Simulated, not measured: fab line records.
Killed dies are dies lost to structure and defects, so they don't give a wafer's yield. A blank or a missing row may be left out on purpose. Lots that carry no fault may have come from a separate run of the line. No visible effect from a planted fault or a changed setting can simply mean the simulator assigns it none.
Matching of chambers / flow nand harc / 3 sister chambers for NHARC_P_M0_DEP_32 on pecvd-03
The step deposits SiCN, target thk 30 nm. 22 wafers are shown with their chamber, then 11 later ones without.

## WAFERS, EACH WITH ITS CHAMBER
wafer=L074.3; chamber=1; heater power w (W)=537; susceptor temp C (C)=369.93
wafer=L074.5; chamber=2; heater power w (W)=476; susceptor temp C (C)=369.79
wafer=L074.6; chamber=0; heater power w (W)=531; susceptor temp C (C)=370.14
wafer=L075.2; chamber=1; heater power w (W)=581; susceptor temp C (C)=369.69
wafer=L075.4; chamber=1; heater power w (W)=574; susceptor temp C (C)=369.98
wafer=L075.5; chamber=0; heater power w (W)=554; susceptor temp C (C)=369.92
wafer=L076.1; chamber=0; heater power w (W)=579; susceptor temp C (C)=369.84
wafer=L076.3; chamber=1; heater power w (W)=558; susceptor temp C (C)=370.28
wafer=L076.4; chamber=1; heater power w (W)=559; susceptor temp C (C)=370.32
wafer=L077.1; chamber=1; heater power w (W)=589; susceptor temp C (C)=369.93
wafer=L077.4; chamber=0; heater power w (W)=513; susceptor temp C (C)=370.13
wafer=L077.5; chamber=1; heater power w (W)=601; susceptor temp C (C)=370.05
wafer=L080.2; chamber=1; heater power w (W)=543; susceptor temp C (C)=369.90
wafer=L080.3; chamber=2; heater power w (W)=556; susceptor temp C (C)=369.57
wafer=L080.4; chamber=2; heater power w (W)=549; susceptor temp C (C)=369.77
wafer=L086.1; chamber=2; heater power w (W)=502; susceptor temp C (C)=370.19
wafer=L086.3; chamber=0; heater power w (W)=546; susceptor temp C (C)=370.02
wafer=L086.4; chamber=2; heater power w (W)=498; susceptor temp C (C)=370.43
wafer=L087.1; chamber=0; heater power w (W)=605; susceptor temp C (C)=370.53
wafer=L087.5; chamber=1; heater power w (W)=627; susceptor temp C (C)=370.57
wafer=L087.6; chamber=2; heater power w (W)=533; susceptor temp C (C)=369.87
wafer=L088.1; chamber=0; heater power w (W)=596; susceptor temp C (C)=369.94

SIGNATURES (averages over the wafers above)
reading=heater power w; chamber 0=560.57; chamber 1=574.33; chamber 2=519.00; scatter within a chamber=31.3
reading=susceptor temp C; chamber 0=370.0743; chamber 1=370.0722; chamber 2=369.9367; scatter within a chamber=0.27
Rule: distance of a wafer from a chamber = root of the sum over the readings of ((wafer's reading minus chamber's mean) / reading's scatter) squared. The wafer belongs to the nearest chamber; if the next one is less than 2 further off, it can't be placed. How the scatter is found: for the shown wafers, subtract from each reading the mean of its chamber, square and add these, divide the total by (wafers less chambers), then take the root.

## WAFERS WITH NO CHAMBER GIVEN
wafer=L088.5; heater power w (W)=549; susceptor temp C (C)=369.95
wafer=L088.6; heater power w (W)=582; susceptor temp C (C)=370.11
wafer=L089.1; heater power w (W)=621; susceptor temp C (C)=369.66
wafer=L089.3; heater power w (W)=512; susceptor temp C (C)=369.86
wafer=L089.6; heater power w (W)=522; susceptor temp C (C)=369.83
wafer=L093.2; heater power w (W)=610; susceptor temp C (C)=370.33
wafer=L093.4; heater power w (W)=523; susceptor temp C (C)=370.41
wafer=L093.5; heater power w (W)=494; susceptor temp C (C)=370.08
wafer=L097.1; heater power w (W)=541; susceptor temp C (C)=369.86
wafer=L097.4; heater power w (W)=529; susceptor temp C (C)=369.77
wafer=L097.5; heater power w (W)=557; susceptor temp C (C)=369.80

## WHICH CHAMBER EACH WENT THROUGH
wafer=L088.5; from the rows above=can't be placed: 0 or 1 or 2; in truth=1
wafer=L088.6; from the rows above=can't be placed: 1 or 0 or 2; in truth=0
wafer=L089.1; from the rows above=can't be placed: 1 or 0 or 2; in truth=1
wafer=L089.3; from the rows above=can't be placed: 2 or 0 or 1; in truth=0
wafer=L089.6; from the rows above=can't be placed: 2 or 0 or 1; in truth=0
wafer=L093.2; from the rows above=can't be placed: 1 or 0 or 2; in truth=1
wafer=L093.4; from the rows above=can't be placed: 0 or 2 or 1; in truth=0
wafer=L093.5; from the rows above=can't be placed: 2 or 0 or 1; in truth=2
wafer=L097.1; from the rows above=can't be placed: 2 or 0 or 1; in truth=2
wafer=L097.4; from the rows above=can't be placed: 2 or 0 or 1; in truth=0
wafer=L097.5; from the rows above=can't be placed: 0 or 1 or 2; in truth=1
0 of 11 placed correctly. Unplaceable from these rows: 11, with the true chamber sitting among the candidates in 11. 0 placed wrongly.
